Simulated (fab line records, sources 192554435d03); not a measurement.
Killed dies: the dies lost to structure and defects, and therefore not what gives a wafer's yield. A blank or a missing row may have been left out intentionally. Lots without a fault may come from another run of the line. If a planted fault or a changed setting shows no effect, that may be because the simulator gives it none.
Lot-split experiment | flow n5-finfet | 7 lots, 21 wafers read, on a route of 1938 steps

== ON THE SPLIT ==
At N5_HKMG_FIN_ETCH_54 (etches SiARC in CF4, target depth 45.5 nm, time 75.8 s), the setting source-w was moved away from the recipe's 545 W on 6 of the 21 wafers read, by -15.1% to +15.9%. All remaining wafers had this setting at the recipe value.

Reading taken at the split's own step.

== THE READING ==
rf-vpp-V, in V, at N5_HKMG_FIN_ETCH_54 (etches SiARC in CF4, target depth 45.5 nm, time 75.8 s). A value of 184.2 V with a standard deviation of 1.2 V is what fault-free wafers of this fab line usually give.

wafer  | tool, chamber at the split | source-w as run, W | against the recipe | rf-vpp-V, V | against lot-mates on the recipe
L074.1 | rie-diel-01, 2             | 602.8              | +10.6%             | 179.8       | -4.2
L074.2 | rie-diel-01, 3             | 545                | recipe             | 183.9       | -
L074.4 | rie-diel-01, 1             | 545                | recipe             | 184.1       | -
L081.2 | rie-diel-06, 1             | 607.3              | +11.4%             | 177.7       | -6.9
L081.3 | rie-diel-06, 0             | 545                | recipe             | 184.6       | -
L081.5 | rie-diel-06, 0             | 607.3              | +11.4%             | 180.1       | -4.5
L088.2 | rie-diel-04, 0             | 545                | recipe             | 184.8       | -
L088.3 | rie-diel-04, 3             | 545                | recipe             | 183.2       | -
L088.6 | rie-diel-04, 1             | 545                | recipe             | 184.5       | -
L089.2 | rie-diel-04, 1             | 462.5              | -15.1%             | 195.7       | +12.1
L089.3 | rie-diel-04, 2             | 462.5              | -15.1%             | 194.4       | +10.8
L089.4 | rie-diel-04, 3             | 545                | recipe             | 183.6       | -
L091.2 | rie-diel-01, 3             | 631.4              | +15.9%             | 173.6       | -10.2
L091.4 | rie-diel-01, 2             | 545                | recipe             | 181.8       | -
L091.5 | rie-diel-01, 0             | 545                | recipe             | 185.8       | -
L094.1 | rie-diel-04, 2             | 545                | recipe             | 186.2       | -
L094.4 | rie-diel-04, 0             | 545                | recipe             | 183.2       | -
L094.6 | rie-diel-04, 1             | 545                | recipe             | 185.2       | -
L096.1 | rie-diel-06, 3             | 545                | recipe             | 183.9       | -
L096.4 | rie-diel-06, 1             | 545                | recipe             | 185.8       | -
L096.6 | rie-diel-06, 0             | 545                | recipe             | 185.3       | -

THE FIT
A straight line over all 21 wafers: rf-vpp-V changes by -0.622 V for each +1% of source-w; r = -0.96; the points scatter about the line by 1.3 V.
The same after taking each lot's own level away (the mean of its wafers on the recipe; 21 wafers): -0.638 V for each +1%; r = -0.96; scatter 1.3 V.
That fit puts the effect of the largest move of source-w on the reading at 10 V.
Across the lots, their own levels run from 183.60 to 185.00 V, a range of 1.2 times the standard deviation given above.
The two slopes are in agreement: the lot-to-lot level therefore moves the slope only a little.
Check: -9.5 V against its lot-mates is what the line predicts for one of the wafers moved furthest among these (+15.9%) when that wafer is left out of the fit. It came out at -10.2 V against them.
Tool readings at the split's step, against how far the setting was moved: etch-rf-on-time-s r = -0.96; rf-vpp-V r = -0.96.

== ADDITIONAL SPLITS CARRIED BY THESE WAFERS ==
Note: prior to the reading, these wafers also went through further splits. Each is held against what the fit with the lots' levels taken away leaves over:
other split on the same wafers       | wafers away from the commonest value | r with rf-vpp-V (lot level and that fit taken away)
N5_FIN_SAQP_PEB_14 peb-time-s        | 5                                    | +0.17
N5_FIN_SAQP_ETCH_52 source-w         | 7                                    | +0.01
N5_STI_FIN_REVEAL_ETCHBACK_08 time-s | 7                                    | +0.06
N5_STI_FIN_REVEAL_PRECLEAN_17 time-s | 6                                    | +0.06
N5_DUMMY_GATE_EXPOSE_12 dose-mj      | 8                                    | +0.54
N5_DUMMY_GATE_ETCH_37 source-w       | 7                                    | -0.02
N5_SD_EPI_N_PEB_07 peb-time-s        | 5                                    | -0.29
N5_SD_EPI_N_ETCH_45 target-depth-a   | 9                                    | +0.13

== THE WHOLE CHAIN: every reading that the file lists as answering this split, in the file's order ==
step                | what it does                                           | reading           | change (the file's fit)              | r (the file's)
N5_HKMG_FIN_ETCH_54 | etches SiARC in CF4, target depth 45.5 nm, time 75.8 s | etch-rf-on-time-s | withheld for each +1% of the setting | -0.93
N5_HKMG_FIN_ETCH_54 | etches SiARC in CF4, target depth 45.5 nm, time 75.8 s | rf-vpp-V          | -0.616 V for each +1% of the setting | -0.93

== THE FILE'S OWN FIT ==
rf-vpp-V changes by -0.616 V for each +1% of source-w, r = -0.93.
